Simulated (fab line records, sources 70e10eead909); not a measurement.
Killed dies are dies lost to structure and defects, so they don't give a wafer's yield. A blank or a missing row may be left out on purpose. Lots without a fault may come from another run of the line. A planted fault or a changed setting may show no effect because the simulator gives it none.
Which tool did it? | flow nand_harc | 14 lots, 42 wafers sampled, at 2 steps of a route of 1302

WHAT THE GAUGES READ, wafer by wafer
NHARC_P_CONTACT_OVL_MEAS_13. Usual: overlay_x_nm -0.1 nm, standard deviation 0.81; overlay_y_nm 0.2 nm, standard deviation 0.74.
lot  | measured     | on         | overlay_x_nm (nm) | overlay_y_nm (nm) | flag
L280 | day 6 01:24  | overlay-02 | 2.0 1.9 1.9       | -0.5 -0.6 -0.8    |
L281 | day 6 11:05  | overlay-02 | 0.0 -0.3 -0.1     | 0.7 0.5 0.6       |
L282 | day 7 00:53  | overlay-01 | 0.0 -0.3 0.5      | -0.5 0.4 -0.2     |
L283 | day 7 05:50  | overlay-01 | -0.4 -0.9 -0.3    | 0.3 0.0 0.1       |
L285 | day 8 00:34  | overlay-01 | 0.2 0.4 0.6       | -0.2 -0.6 -0.6    |
L284 | day 8 10:31  | overlay-02 | -0.2 0.0 0.5      | 0.1 0.4 0.0       |
L286 | day 8 18:50  | overlay-02 | 0.1 0.1 -0.2      | 0.7 0.7 0.2       |
L293 | day 11 04:22 | overlay-02 | -0.3 -0.1 0.1     | -0.2 0.3 0.1      |
L295 | day 12 01:32 | overlay-02 | -0.4 -0.1 -0.4    | -0.4 -1.1 -0.8    |
L297 | day 12 19:39 | overlay-01 | -0.2 -0.5 -0.4    | -0.3 0.4 -0.1     |
L299 | day 13 16:14 | overlay-02 | -0.7 -0.6 -0.7    | 0.1 0.4 0.4       |
L301 | day 15 01:53 | overlay-01 | -0.8 -0.5 -0.6    | 0.5 0.1 0.0       |
L302 | day 15 07:03 | overlay-02 | -1.6 -1.4 -1.0    | -0.8 -1.0 -1.2    |
L303 | day 15 13:28 | overlay-02 | -1.7 -1.3 -1.6    | 0.6 0.9 1.1       |

WHICH TOOL RAN EACH LOT (tool, then ch and the chambers of the sampled wafers, then the start)
lot  | NHARC_P_CONTACT_DEP_30
L280 | pecvd-03 ch 0,2, day 5 23:47
L281 | pecvd-04 ch 0,2, day 6 09:35
L282 | pecvd-03 ch 0,1,2, day 6 23:18
L283 | pecvd-04 ch 0,1,2, day 7 04:12
L285 | pecvd-03 ch 0,1,2, day 7 23:02
L284 | pecvd-04 ch 0,1,2, day 8 09:03
L286 | pecvd-04 ch 0,1, day 8 17:22
L293 | pecvd-03 ch 1,2, day 11 02:42
L295 | pecvd-01 ch 0,1,2, day 11 23:53
L297 | pecvd-03 ch 0,1,2, day 12 18:11
L299 | pecvd-03 ch 0,1,2, day 13 14:37
L301 | pecvd-01 ch 0,1,2, day 15 00:16
L302 | pecvd-04 ch 0,2, day 15 05:24
L303 | pecvd-03 ch 0,2, day 15 12:00
- NHARC_P_CONTACT_DEP_30: deposits SiNx, target thk 30 nm.

WHAT THE TOOLS THEMSELVES READ (means of the sampled wafers that have a number; where no wafer has one, the mark that the record gives instead)
NHARC_P_CONTACT_DEP_30. Usual: heater_power_w 700 W, standard deviation 79.
lot  | tool     | heater_power_w (W) | flag
L280 | pecvd-03 | 639                |
L281 | pecvd-04 | 781                |
L282 | pecvd-03 | 746                |
L283 | pecvd-04 | 719                |
L285 | pecvd-03 | 738                |
L284 | pecvd-04 | 735                |
L286 | pecvd-04 | 708                |
L293 | pecvd-03 | 647                |
L295 | pecvd-01 | 775                |
L297 | pecvd-03 | 694                |
L299 | pecvd-03 | 703                |
L301 | pecvd-01 | 702                |
L302 | pecvd-04 | 718                |
L303 | pecvd-03 | 733                |

THE ANSWER, worked out from the rows above alone
Rule: a lot is off if the mean of its wafers that have a number lies more than 3 standard deviations from the usual mean. A lot without any number at a reading at which 4 lots or more have one is off too. The other lots that the step has rows for count as sound. The gauges are gone through in route order, then the tools' own readings, and for those a lot's mean is taken as printed above. The first step at which some lot is off is used, and at that step the reading that is off furthest; a lot without a number counts as furthest.
No lot is off at any reading shown: from this, nothing can be told.

WHAT THE SIMULATOR HAD PUT IN
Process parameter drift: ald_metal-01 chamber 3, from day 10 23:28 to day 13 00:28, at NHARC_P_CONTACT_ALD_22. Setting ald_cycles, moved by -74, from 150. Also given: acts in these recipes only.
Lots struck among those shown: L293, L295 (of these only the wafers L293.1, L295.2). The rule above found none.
